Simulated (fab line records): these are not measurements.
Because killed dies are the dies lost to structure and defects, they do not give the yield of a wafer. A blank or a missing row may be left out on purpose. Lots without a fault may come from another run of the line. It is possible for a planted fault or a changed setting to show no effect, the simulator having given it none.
Chamber matching + flow nand harc + 4 sister chambers for NHARC_A_STAIRCASE_DESCUM_291 on rie diel-08
The step chemistry O2, time 3 s. 24 wafers are shown with their chamber, then 12 later ones without.

EACH WAFER AND ITS CHAMBER
| wafer  | chamber | showerhead plenum p Torr (Torr) | oes product au (a.u.) | rf vpp V (V) |
|--------|---------|---------------------------------|-----------------------|--------------|
| L078.1 | 1       | 1.86                            | 1.000                 | 58.0         |
| L078.2 | 3       | 1.82                            | 0.988                 | 57.8         |
| L078.3 | 0       | 1.95                            | 1.006                 | 57.5         |
| L078.4 | 2       | 2.02                            | 1.001                 | 58.4         |
| L078.5 | 2       | 2.02                            | 0.995                 | 58.2         |
| L078.6 | 1       | 1.86                            | 0.990                 | 57.8         |
| L079.1 | 2       | 2.02                            | 1.006                 | 58.7         |
| L079.2 | 0       | 1.95                            | 1.020                 | 57.8         |
| L079.3 | 1       | 1.86                            | 0.992                 | 58.6         |
| L081.1 | 3       | 1.82                            | 1.005                 | 57.2         |
| L081.3 | 2       | 2.02                            | 1.003                 | 59.0         |
| L081.4 | 0       | 1.95                            | 1.012                 | 58.1         |
| L084.1 | 2       | 2.01                            | 0.997                 | 58.0         |
| L084.5 | 3       | 1.82                            | 0.999                 | 57.5         |
| L084.6 | 0       | 1.95                            | 0.995                 | 58.4         |
| L087.3 | 3       | 1.82                            | 1.006                 | 57.2         |
| L087.4 | 2       | 2.01                            | 1.006                 | 57.7         |
| L087.5 | 0       | 1.95                            | 1.006                 | 58.4         |
| L086.1 | 0       | 1.95                            | 1.009                 | 59.2         |
| L086.4 | 2       | 2.01                            | 0.996                 | 57.9         |
| L086.6 | 1       | 1.85                            | 0.987                 | 57.0         |
| L091.1 | 3       | 1.81                            | 0.992                 | 56.5         |
| L091.5 | 2       | 2.01                            | 0.996                 | 57.3         |
| L091.6 | 1       | 1.85                            | 0.980                 | 56.6         |

SIGNATURES (means of the wafers above)
| reading                  | chamber 0 | chamber 1 | chamber 2 | chamber 3 | scatter within a chamber |
|--------------------------|-----------|-----------|-----------|-----------|--------------------------|
| showerhead plenum p Torr | 1.9500    | 1.8560    | 2.0150    | 1.8180    | 0.00447                  |
| oes product au           | 1.00800   | 0.98980   | 1.00000   | 0.99800   | 0.00689                  |
| rf vpp V                 | 58.233    | 57.600    | 58.150    | 57.240    | 0.605                    |
Rule: distance of a wafer from a chamber = root of the sum over the readings of ((wafer's reading minus chamber's mean) / reading's scatter) squared. If the next closest chamber is less than 2 further off than the closest, the wafer can't be placed; otherwise it belongs to the closest. How the scatter is found: for the shown wafers, subtract from each reading the mean of its chamber, square and add these, divide the total by (wafers less chambers), then take the root.

WAFERS WITHOUT THEIR CHAMBER
| wafer  | showerhead plenum p Torr (Torr) | oes product au (a.u.) | rf vpp V (V) |
|--------|---------------------------------|-----------------------|--------------|
| L092.2 | 2.01                            | 1.002                 | 58.4         |
| L092.3 | 1.94                            | 1.010                 | 56.9         |
| L092.4 | 1.85                            | 0.987                 | 57.5         |
| L094.1 | 1.85                            | 0.993                 | 57.8         |
| L094.2 | 1.94                            | 1.017                 | 57.4         |
| L094.6 | 1.85                            | 0.997                 | 57.4         |
| L095.1 | 1.81                            | 0.992                 | 58.1         |
| L095.2 | 1.85                            | 1.001                 | 56.4         |
| L095.3 | 2.01                            | 1.006                 | 57.3         |
| L097.3 | 2.01                            | 1.006                 | 59.5         |
| L097.4 | 1.81                            | 1.004                 | 57.2         |
| L097.6 | 1.94                            | 1.015                 | 57.6         |

WHICH CHAMBER EACH WENT THROUGH
| wafer  | from the rows above | in truth |
|--------|---------------------|----------|
| L092.2 | 2                   | 2        |
| L092.3 | 0                   | 0        |
| L092.4 | 1                   | 1        |
| L094.1 | 1                   | 1        |
| L094.2 | 0                   | 0        |
| L094.6 | 1                   | 1        |
| L095.1 | 3                   | 3        |
| L095.2 | 1                   | 1        |
| L095.3 | 2                   | 2        |
| L097.3 | 2                   | 2        |
| L097.4 | 3                   | 3        |
| L097.6 | 0                   | 0        |
Placed correctly: 12 of 12. Left unplaced by these rows: 0. Number placed wrongly: 0.
